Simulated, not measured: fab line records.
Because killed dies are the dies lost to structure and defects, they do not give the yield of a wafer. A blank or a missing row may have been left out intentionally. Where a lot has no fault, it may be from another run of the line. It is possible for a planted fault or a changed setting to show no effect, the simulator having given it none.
Which of the tools did it?	flow n5-finfet	Sampling: 20 lots, 60 wafers, 6 of 1938 route steps

WHAT EACH GAUGE READ, for each wafer
Not one reading of a measure or inspect step in the record can be checked against a usual standard deviation.

EACH LOT AND THE TOOL THAT RAN IT (in order: tool; ch and the chambers of the sampled wafers; start)
lot	N5_BEOL_M9_HM_OPEN_17	N5_BEOL_M9_ETCH_65	N5_BEOL_M9_STRIP_36	N5_BEOL_M9_TRENCH_ETCH_37	N5_BEOL_M10_ILD_DEP_00	N5_BEOL_M10_ETCH_62
L076	rie-metal-03 ch 0, day 10 11:52	rie-diel-02 ch 0,1,3, day 10 15:49	rie-diel-02 ch 0,1,3, day 10 16:00	rie-diel-02 ch 0,1,3, day 10 21:05 or earlier	pecvd-03 ch 0,1,2, day 10 21:05	rie-diel-03 ch 0,1,3, day 11 00:26
L077	rie-metal-01 ch 0,1, day 11 00:39	rie-diel-02 ch 0,1,2, day 11 03:53	rie-diel-02 ch 0,1,2, day 11 04:05	rie-diel-02 ch 0,1,2, day 11 07:10 or earlier	pecvd-01 ch 0,2, day 11 07:10	rie-diel-05 ch 0,3, day 11 12:26
L075	rie-metal-02 ch 0,1, day 11 00:46	rie-diel-04 ch 1,2,3, day 11 03:50	rie-diel-04 ch 1,2,3, day 11 04:02	rie-diel-04 ch 1,2,3, day 11 06:54 or earlier	pecvd-03 ch 0,1,2, day 11 06:54	rie-diel-05 ch 1,3, day 11 12:05
L078	rie-metal-01 ch 0,1, day 11 20:55	rie-diel-06 ch 0,3, day 11 21:43	rie-diel-06 ch 0,3, day 11 21:54	rie-diel-06 ch 0,3, day 12 00:59 or earlier	pecvd-01 ch 0,1,2, day 12 00:59	rie-diel-01 ch 1,2,3, day 12 03:03
L081	rie-metal-01 ch 0,1, day 11 21:28	rie-diel-02 ch 0,1,3, day 11 23:14	rie-diel-02 ch 0,1,3, day 11 23:26	rie-diel-02 ch 0,1,3, day 12 01:56 or earlier	pecvd-01 ch 0,2, day 12 01:56	rie-diel-03 ch 2,3, day 12 03:44
L074	rie-metal-02 ch 0,1, day 11 21:41	rie-diel-06 ch 0,1,2, day 11 23:44	rie-diel-06 ch 0,1,2, day 11 23:55	rie-diel-06 ch 0,1,2, day 12 03:23 or earlier	pecvd-01 ch 0,1,2, day 12 03:23	rie-diel-05 ch 2,3, day 12 07:41
L080	rie-metal-03 ch 0,1, day 11 21:53	rie-diel-06 ch 0,1,3, day 11 23:18	rie-diel-06 ch 0,1,3, day 11 23:29	rie-diel-06 ch 0,1,3, day 12 02:13 or earlier	pecvd-04 ch 0,2, day 12 02:13	rie-diel-01 ch 0,2,3, day 12 04:12
L082	rie-metal-01 ch 0,1, day 12 01:09	rie-diel-06 ch 0,1,3, day 12 01:56	rie-diel-06 ch 0,1,3, day 12 02:08	rie-diel-06 ch 0,1,3, day 12 04:49 or earlier	pecvd-01 ch 0,1, day 12 04:49	rie-diel-01 ch 0,1,2, day 12 08:03
L083	rie-metal-02 ch 1, day 12 14:05	rie-diel-04 ch 1,2,3, day 12 16:35	rie-diel-04 ch 1,2,3, day 12 16:46	rie-diel-04 ch 1,2,3, day 12 20:01 or earlier	pecvd-03 ch 1,2, day 12 20:01	rie-diel-05 ch 1,2,3, day 12 22:32
L084	rie-metal-02 ch 1, day 12 14:20	rie-diel-02 ch 1,2,3, day 12 16:41	rie-diel-02 ch 1,2,3, day 12 16:53	rie-diel-02 ch 1,2,3, day 12 20:19 or earlier	pecvd-01 ch 0,1, day 12 20:19	rie-diel-01 ch 2,3, day 12 22:35
L085	rie-metal-01 ch 0,1, day 12 14:52	rie-diel-04 ch 0,2, day 12 17:00	rie-diel-04 ch 0,2, day 12 17:11	rie-diel-04 ch 0,2, day 12 20:34 or earlier	pecvd-03 ch 0,2, day 12 20:34	rie-diel-01 ch 2,3, day 12 22:50
L086	rie-metal-03 ch 0,1, day 13 13:09	rie-diel-04 ch 0,2,3, day 13 15:19	rie-diel-04 ch 0,2,3, day 13 15:31	rie-diel-04 ch 0,2,3, day 13 19:43 or earlier	pecvd-01 ch 0,2, day 13 19:43	rie-diel-01 ch 0,2, day 13 22:37
L087	rie-metal-02 ch 0,1, day 14 06:10	rie-diel-02 ch 1,2, day 14 08:08	rie-diel-02 ch 1,2, day 14 08:20	rie-diel-02 ch 1,2, day 14 11:19 or earlier	pecvd-04 ch 1,2, day 14 11:19	rie-diel-03 ch 0,3, day 14 13:52
L090	rie-metal-02 ch 0, day 14 18:49	rie-diel-06 ch 0,1, day 14 23:23	rie-diel-06 ch 0,1, day 14 23:35	rie-diel-06 ch 0,1, day 15 02:49 or earlier	pecvd-01 ch 0,1,2, day 15 02:49	rie-diel-05 ch 1,2,3, day 15 04:43
L091	rie-metal-03 ch 0,1, day 14 19:05	rie-diel-04 ch 1,2,3, day 14 23:26	rie-diel-04 ch 1,2,3, day 14 23:37	rie-diel-04 ch 1,2,3, day 15 02:17 or earlier	pecvd-04 ch 0,1,2, day 15 02:17	rie-diel-03 ch 0,3, day 15 04:29
L092	rie-metal-02 ch 0,1, day 14 19:15	rie-diel-06 ch 1,2, day 14 23:49	rie-diel-06 ch 1,2, day 15 00:00	rie-diel-06 ch 1,2, day 15 03:06 or earlier	pecvd-03 ch 0,2, day 15 03:06	rie-diel-01 ch 0,1,2, day 15 05:02
L093	rie-metal-03 ch 0,1, day 15 15:49	rie-diel-06 ch 0,2,3, day 15 18:46	rie-diel-06 ch 0,2,3, day 15 18:58	rie-diel-06 ch 0,2,3, day 15 23:40 or earlier	pecvd-01 ch 0,1, day 15 23:40	rie-diel-05 ch 0,1,3, day 16 03:07
L094	rie-metal-02 ch 0,1, day 16 03:10	rie-diel-06 ch 0,2,3, day 16 04:57	rie-diel-06 ch 0,2,3, day 16 05:08	rie-diel-06 ch 0,2,3, day 16 08:04 or earlier	pecvd-03 ch 0,1, day 16 08:04	rie-diel-03 ch 0,2,3, day 16 11:50
L096	rie-metal-02 ch 0,1, day 16 11:50	rie-diel-04 ch 0,1,3, day 16 14:11	rie-diel-04 ch 0,1,3, day 16 14:22	rie-diel-04 ch 0,1,3, day 16 17:05 or earlier	pecvd-04 ch 0,1,2, day 16 17:05	rie-diel-03 ch 0,1,3, day 16 20:05
L097	rie-metal-02 ch 0,1, day 16 12:08	rie-diel-06 ch 0,1,2, day 16 14:20	rie-diel-06 ch 0,1,2, day 16 14:32	rie-diel-06 ch 0,1,2, day 16 18:07 or earlier	pecvd-03 ch 0,1,2, day 16 18:07	rie-diel-05 ch 1,3, day 16 20:10
- N5_BEOL_M9_HM_OPEN_17: chemistry Cl2/BCl3, target TiN, target depth 20 nm, overetch 6 nm.
- N5_BEOL_M9_ETCH_65: etches SiARC in CF4, target depth 15.6 nm, time 26 s.
- N5_BEOL_M9_STRIP_36: strips in N2/H2.
- N5_BEOL_M9_TRENCH_ETCH_37: etches SiCOH lowk in C4F6/O2, target depth 151.43 nm, time 49 s.
- N5_BEOL_M10_ILD_DEP_00: deposits SiCOH lowk from DEMS/porogen, target thk 308.51 nm, time 58 s.
- N5_BEOL_M10_ETCH_62: etches SOC in N2/H2, target depth 110 nm, overetch 22 nm, time 165 s.

WHAT THE TOOLS THEMSELVES READ (means of the sampled wafers that have a number; where no wafer has one, the mark that the record gives instead)
N5_BEOL_M9_HM_OPEN_17. Usual: drypump-motor-current-A 5.7 A, standard deviation 0.53; oes-product-au 0.67 a.u., standard deviation 0.08; throttle-valve-pct 22.33 %, standard deviation 0.21.
lot	tool	drypump-motor-current-A (A)	oes-product-au (a.u.)	throttle-valve-pct (%)	flag
L076	rie-metal-03	6.4	0.59	22.63	
L077	rie-metal-01	5.9	0.73	22.44	
L075	rie-metal-02	5.2	0.59	22.37	
L078	rie-metal-01	5.9	0.72	22.44	
L081	rie-metal-01	6.0	0.74	22.35	
L074	rie-metal-02	5.2	0.58	22.38	
L080	rie-metal-03	6.4	0.64	22.39	
L082	rie-metal-01	5.9	0.74	22.33	
L083	rie-metal-02	5.0	0.60	22.36	
L084	rie-metal-02	5.0	0.61	22.33	
L085	rie-metal-01	5.9	0.74	22.34	
L086	rie-metal-03	6.4	0.67	22.20	
L087	rie-metal-02	5.4	0.74	22.15	
L090	rie-metal-02	5.6	0.80	22.06	
L091	rie-metal-03	6.4	0.62	22.42	
L092	rie-metal-02	5.4	0.74	22.14	
L093	rie-metal-03	6.4	0.61	22.43	
L094	rie-metal-02	5.1	0.66	22.26	
L096	rie-metal-02	5.4	0.72	22.15	
L097	rie-metal-02	5.4	0.72	22.16	

N5_BEOL_M9_ETCH_65. Usual: drypump-motor-current-A 5.8 A, standard deviation 0.33; etch-rf-on-time-s 26.3 s, standard deviation 0.84; oes-product-au 0.69 a.u., standard deviation 0.076; rf-vpp-V 184.4 V, standard deviation 1.1; showerhead-plenum-p-Torr 2.18 Torr, standard deviation 0.07; throttle-valve-pct 15.58 %, standard deviation 0.21.
lot	tool	drypump-motor-current-A (A)	etch-rf-on-time-s (s)	oes-product-au (a.u.)	rf-vpp-V (V)	showerhead-plenum-p-Torr (Torr)	throttle-valve-pct (%)	flag
L076	rie-diel-02	6.1	26.8	0.65	184.8	2.12	15.73	
L077	rie-diel-02	5.9	26.9	0.65	183.8	2.12	15.73	
L075	rie-diel-04	5.5	25.7	0.64	184.2	2.18	15.69	
L078	rie-diel-06	5.9	25.6	0.72	184.2	2.15	15.49	
L081	rie-diel-02	6.1	26.9	0.64	184.1	2.11	15.75	
L074	rie-diel-06	5.9	26.2	0.72	184.6	2.23	15.36	
L080	rie-diel-06	5.9	26.1	0.74	184.8	2.18	15.52	
L082	rie-diel-06	5.9	26.1	0.75	184.1	2.18	15.53	
L083	rie-diel-04	5.5	25.6	0.73	184.1	2.18	15.52	
L084	rie-diel-02	5.7	27.0	0.68	184.1	2.16	15.67	
L085	rie-diel-04	5.7	25.7	0.71	185.0	2.26	15.69	
L086	rie-diel-04	5.7	25.7	0.71	184.1	2.23	15.56	
L087	rie-diel-02	5.5	27.3	0.67	184.4	2.16	15.67	
L090	rie-diel-06	5.9	25.8	0.75	185.4	2.24	15.43	
L091	rie-diel-04	5.5	25.7	0.70	184.7	2.17	15.56	
L092	rie-diel-06	5.9	27.0	0.65	184.6	2.23	15.43	
L093	rie-diel-06	5.9	26.5	0.66	183.4	2.15	15.57	
L094	rie-diel-06	5.9	26.6	0.65	183.6	2.15	15.57	
L096	rie-diel-04	5.8	25.4	0.74	183.9	2.17	15.46	
L097	rie-diel-06	5.9	26.0	0.69	183.3	2.22	15.43	

N5_BEOL_M9_STRIP_36. Usual: drypump-motor-current-A 5.8 A, standard deviation 0.33; oes-product-au 0.81 a.u., standard deviation 0.086; rf-vpp-V 59.3 V, standard deviation 1.5; showerhead-plenum-p-Torr 2.58 Torr, standard deviation 0.086; throttle-valve-pct 23.7 %, standard deviation 0.33.
lot	tool	drypump-motor-current-A (A)	oes-product-au (a.u.)	rf-vpp-V (V)	showerhead-plenum-p-Torr (Torr)	throttle-valve-pct (%)	flag
L076	rie-diel-02	6.1	0.77	58.8	2.50	23.9	
L077	rie-diel-02	5.9	0.77	60.0	2.50	23.9	
L075	rie-diel-04	5.5	0.75	57.7	2.58	23.8	
L078	rie-diel-06	5.9	0.84	59.2	2.54	23.6	
L081	rie-diel-02	6.1	0.76	59.8	2.50	23.9	
L074	rie-diel-06	5.9	0.84	59.4	2.64	23.4	
L080	rie-diel-06	5.9	0.88	58.0	2.58	23.8	
L082	rie-diel-06	5.9	0.87	59.1	2.58	23.7	
L083	rie-diel-04	5.5	0.86	60.7	2.58	23.7	
L084	rie-diel-02	5.7	0.82	59.0	2.56	23.9	
L085	rie-diel-04	5.7	0.81	60.4	2.68	23.7	
L086	rie-diel-04	5.7	0.82	60.5	2.65	23.7	
L087	rie-diel-02	5.4	0.80	59.7	2.56	23.9	
L090	rie-diel-06	5.9	0.87	58.2	2.64	23.5	
L091	rie-diel-04	5.5	0.82	59.9	2.57	23.7	
L092	rie-diel-06	5.9	0.77	57.9	2.65	23.6	
L093	rie-diel-06	5.9	0.77	59.8	2.55	23.7	
L094	rie-diel-06	5.9	0.77	58.6	2.55	23.7	
L096	rie-diel-04	5.8	0.86	58.0	2.59	23.7	
L097	rie-diel-06	5.9	0.79	58.5	2.62	23.5	

N5_BEOL_M9_TRENCH_ETCH_37. Usual: drypump-motor-current-A 5.8 A, standard deviation 0.33; oes-product-au 0.81 a.u., standard deviation 0.089; rf-vpp-V 670 V, standard deviation 12; showerhead-plenum-p-Torr 2.90 Torr, standard deviation 0.088; throttle-valve-pct 20.93 %, standard deviation 0.24.
lot	tool	drypump-motor-current-A (A)	oes-product-au (a.u.)	rf-vpp-V (V)	showerhead-plenum-p-Torr (Torr)	throttle-valve-pct (%)	flag
L076	rie-diel-02	6.1	0.76	662	2.82	21.07	
L077	rie-diel-02	5.9	0.76	673	2.81	21.06	
L075	rie-diel-04	5.5	0.75	669	2.90	21.05	
L078	rie-diel-06	5.9	0.85	667	2.86	20.87	
L081	rie-diel-02	6.1	0.75	662	2.81	21.08	
L074	rie-diel-06	5.9	0.83	668	2.95	20.67	
L080	rie-diel-06	5.9	0.87	671	2.89	20.91	
L082	rie-diel-06	5.9	0.86	671	2.89	20.90	
L083	rie-diel-04	5.5	0.85	669	2.89	20.91	
L084	rie-diel-02	5.7	0.80	664	2.88	21.04	
L085	rie-diel-04	5.7	0.83	690	2.99	21.03	
L086	rie-diel-04	5.7	0.83	682	2.96	20.93	
L087	rie-diel-02	5.5	0.80	674	2.87	21.06	
L090	rie-diel-06	6.0	0.88	671	2.96	20.76	
L091	rie-diel-04	5.5	0.82	667	2.89	20.94	
L092	rie-diel-06	5.9	0.76	669	2.95	20.69	
L093	rie-diel-06	5.9	0.77	667	2.86	20.91	
L094	rie-diel-06	5.9	0.77	668	2.86	20.90	
L096	rie-diel-04	5.8	0.86	668	2.90	20.86	
L097	rie-diel-06	5.9	0.80	668	2.94	20.72	

N5_BEOL_M10_ILD_DEP_00. Usual: chamber-pressure-Torr 4.999 Torr, standard deviation 0.01; heater-power-w 314 W, standard deviation 51; showerhead-plenum-p-Torr 5.741 Torr, standard deviation 0.016; throttle-valve-pct 13.9 %, standard deviation 0.77.
lot	tool	chamber-pressure-Torr (Torr)	heater-power-w (W)	showerhead-plenum-p-Torr (Torr)	throttle-valve-pct (%)	flag
L076	pecvd-03	5.006	295	5.735	13.2	
L077	pecvd-01	5.002	326	5.740	14.0	
L075	pecvd-03	4.997	300	5.732	13.3	
L078	pecvd-01	5.001	338	5.736	14.0	
L081	pecvd-01	4.990	324	5.753	14.1	
L074	pecvd-01	4.991	338	5.744	14.0	
L080	pecvd-04	4.999	299	5.734	14.1	
L082	pecvd-01	4.992	334	5.728	14.2	
L083	pecvd-03	4.998	287	5.745	13.2	
L084	pecvd-01	5.006	370	5.744	14.3	
L085	pecvd-03	5.010	268	5.748	13.0	
L086	pecvd-01	5.000	330	5.754	14.0	
L087	pecvd-04	5.003	298	5.765	15.4	
L090	pecvd-01	4.999	353	5.736	14.0	
L091	pecvd-04	4.991	301	5.755	14.7	
L092	pecvd-03	5.008	253	5.739	13.1	
L093	pecvd-01	5.002	367	5.743	14.3	
L094	pecvd-03	4.992	357	5.734	13.5	
L096	pecvd-04	5.000	291	5.746	14.9	
L097	pecvd-03	4.993	306	5.743	13.4	

N5_BEOL_M10_ETCH_62. Usual: drypump-motor-current-A 5.5 A, standard deviation 0.53; oes-product-au 0.66 a.u., standard deviation 0.05; rf-vpp-V 525.2 V, standard deviation 2.3; showerhead-plenum-p-Torr 2.59 Torr, standard deviation 0.082; throttle-valve-pct 17.95 %, standard deviation 0.099.
lot	tool	drypump-motor-current-A (A)	oes-product-au (a.u.)	rf-vpp-V (V)	showerhead-plenum-p-Torr (Torr)	throttle-valve-pct (%)	flag
L076	rie-diel-03	5.8	0.71	525.8	2.65	17.92	
L077	rie-diel-05	5.1	0.69	525.2	2.60	17.91	
L075	rie-diel-05	5.3	0.70	523.9	2.54	17.97	
L078	rie-diel-01	5.2	0.63	525.5	2.60	17.89	
L081	rie-diel-03	6.0	0.74	527.2	2.66	17.89	
L074	rie-diel-05	4.9	0.68	527.6	2.68	17.92	
L080	rie-diel-01	5.5	0.62	525.4	2.60	17.90	
L082	rie-diel-01	5.6	0.65	525.7	2.58	17.86	
L083	rie-diel-05	5.3	0.68	526.5	2.61	17.96	
L084	rie-diel-01	5.0	0.59	525.6	2.61	17.97	
L085	rie-diel-01	5.1	0.60	526.4	2.61	17.96	
L086	rie-diel-01	5.4	0.61	525.7	2.59	17.95	
L087	rie-diel-03	6.1	0.71	527.8	2.69	17.90	
L090	rie-diel-05	5.3	0.67	525.0	2.60	18.00	
L091	rie-diel-03	6.1	0.70	528.3	2.69	17.91	
L092	rie-diel-01	5.5	0.63	525.7	2.57	17.91	
L093	rie-diel-05	5.5	0.66	523.6	2.52	18.01	
L094	rie-diel-03	5.8	0.64	525.3	2.62	18.02	
L096	rie-diel-03	5.7	0.65	525.7	2.63	18.00	
L097	rie-diel-05	5.3	0.65	522.9	2.52	18.03	

THE ANSWER, worked out from the rows above alone
Rule: a lot counts as off when the mean over its wafers that have a number is more than 3 standard deviations away from the usual mean. Also off: a lot with no number at a reading for which 4 or more lots have one. All remaining lots with rows at the step are treated as sound. The gauges are gone through in route order, then the tools' own readings, and for those a lot's mean is taken as printed above. At the first step where some lot is off, the reading lying furthest off is the one used; lots without a number count as furthest.
No lot is off at any reading shown: from this, nothing can be told.

WHAT WAS PUT IN BY THE SIMULATOR
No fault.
